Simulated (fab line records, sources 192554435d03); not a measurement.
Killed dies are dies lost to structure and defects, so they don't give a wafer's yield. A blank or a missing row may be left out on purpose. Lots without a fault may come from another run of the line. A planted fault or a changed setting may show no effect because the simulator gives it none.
Which tool did it? | flow n5_finfet | 9 lots, 24 wafers sampled, at 4 steps of a route of 1938

WHAT THE GAUGES READ, wafer by wafer
N5_SD_EPI_N_EPI_MEAS_23.
lot  | measured    | on            | thk_nm (nm)
L448 | day 3 22:05 | film_metro-01 | 59.2 56.4 60.2
L457 | day 6 10:09 | film_metro-01 | 57.8 56.4 58.4
L458 | day 6 16:38 | film_metro-02 | 57.6 57.6 60.3
L460 | day 7 03:47 | film_metro-01 | 58.7 58.1 59.1
L461 | day 7 04:59 | film_metro-02 | 64.0 61.0
L462 | day 7 16:05 | film_metro-02 | 62.3 58.8
L463 | day 7 17:29 | film_metro-01 | 59.8 58.5 58.2
L464 | day 8 03:40 | film_metro-01 | 58.2 58.4 58.3
L465 | day 8 04:50 | film_metro-02 | 59.6 61.2

WHICH TOOL RAN EACH LOT (tool, then ch and the chambers of the sampled wafers, then the start)
lot  | N5_DUMMY_GATE_HM_OPEN_21          | N5_SPACER0_ALD_08                | N5_SD_EPI_N_EPI_21
L448 | rie_diel-03 ch 0,1, day 3 16:43   | ald_sin-04 ch 1,2,3, day 3 17:55 | epi_rpcvd-02 ch 0, day 3 20:22
L457 | rie_diel-03 ch 0,2,3, day 6 05:01 | ald_sin-02 ch 0,2, day 6 06:11   | epi_rpcvd-04 ch 0, day 6 08:41
L458 | rie_diel-02 ch 1,3, day 6 10:48   | ald_sin-01 ch 2,3, day 6 11:56   | epi_rpcvd-02 ch 0, day 6 14:20
L460 | rie_diel-02 ch 0,2,3, day 6 22:29 | ald_sin-02 ch 0,2,3, day 6 23:36 | epi_rpcvd-03 ch 0, day 7 02:20
L461 | rie_diel-02 ch 2,3, day 6 22:50   | ald_sin-04 ch 0,3, day 7 00:02   | epi_rpcvd-02 ch 0, day 7 03:50
L462 | rie_diel-02 ch 2, day 7 10:07     | ald_sin-01 ch 1,2, day 7 11:18   | epi_rpcvd-02 ch 0, day 7 14:55
L463 | rie_diel-03 ch 2,3, day 7 11:28   | ald_sin-02 ch 0,2, day 7 12:42   | epi_rpcvd-04 ch 0, day 7 15:56
L464 | rie_diel-02 ch 1,2, day 7 21:54   | ald_sin-01 ch 0,1,3, day 7 22:59 | epi_rpcvd-03 ch 0, day 8 01:23
L465 | rie_diel-05 ch 0,3, day 7 22:54   | ald_sin-04 ch 0,2, day 8 00:03   | epi_rpcvd-02 ch 0, day 8 02:33
- N5_DUMMY_GATE_HM_OPEN_21: chemistry CH3F/O2, target SiNx, target depth 120 nm, time 171.4 s.
- N5_SPACER0_ALD_08: deposits SiNx, target thk 2 nm.
- N5_SD_EPI_N_EPI_21: deposits Si:P, time 690 s.

THE ANSWER, worked out from the rows above alone
Rule: what is usual is taken from the lots themselves. Put in order of their means at a reading, lots are off if they are a third of the lots or fewer, leave a main group of 4 or more, and stand apart from it by a gap of 3 or more times the standard deviation of the main group's means; of several such gaps the widest counts. A main group whose means are all the same, to the digits that the tables above print for the reading, isn't used. A lot without any number at a reading at which 4 lots or more have one is off too. The other lots that the step has rows for count as sound.
Off: L461, L462, L465, at N5_SD_EPI_N_EPI_MEAS_23 (thk_nm). The main group: mean 58.4 nm, standard deviation 0.42.
A tool fits if, at a process step before that reading, it ran every lot that is off, and no sound lot after the first of them. The gauges at N5_SD_EPI_N_EPI_MEAS_23 are tried like those tools. Can't be told from this: 2 tools fit, epi_rpcvd-02 at N5_SD_EPI_N_EPI_21, film_metro-02 at N5_SD_EPI_N_EPI_MEAS_23.

WHAT THE SIMULATOR HAD PUT IN
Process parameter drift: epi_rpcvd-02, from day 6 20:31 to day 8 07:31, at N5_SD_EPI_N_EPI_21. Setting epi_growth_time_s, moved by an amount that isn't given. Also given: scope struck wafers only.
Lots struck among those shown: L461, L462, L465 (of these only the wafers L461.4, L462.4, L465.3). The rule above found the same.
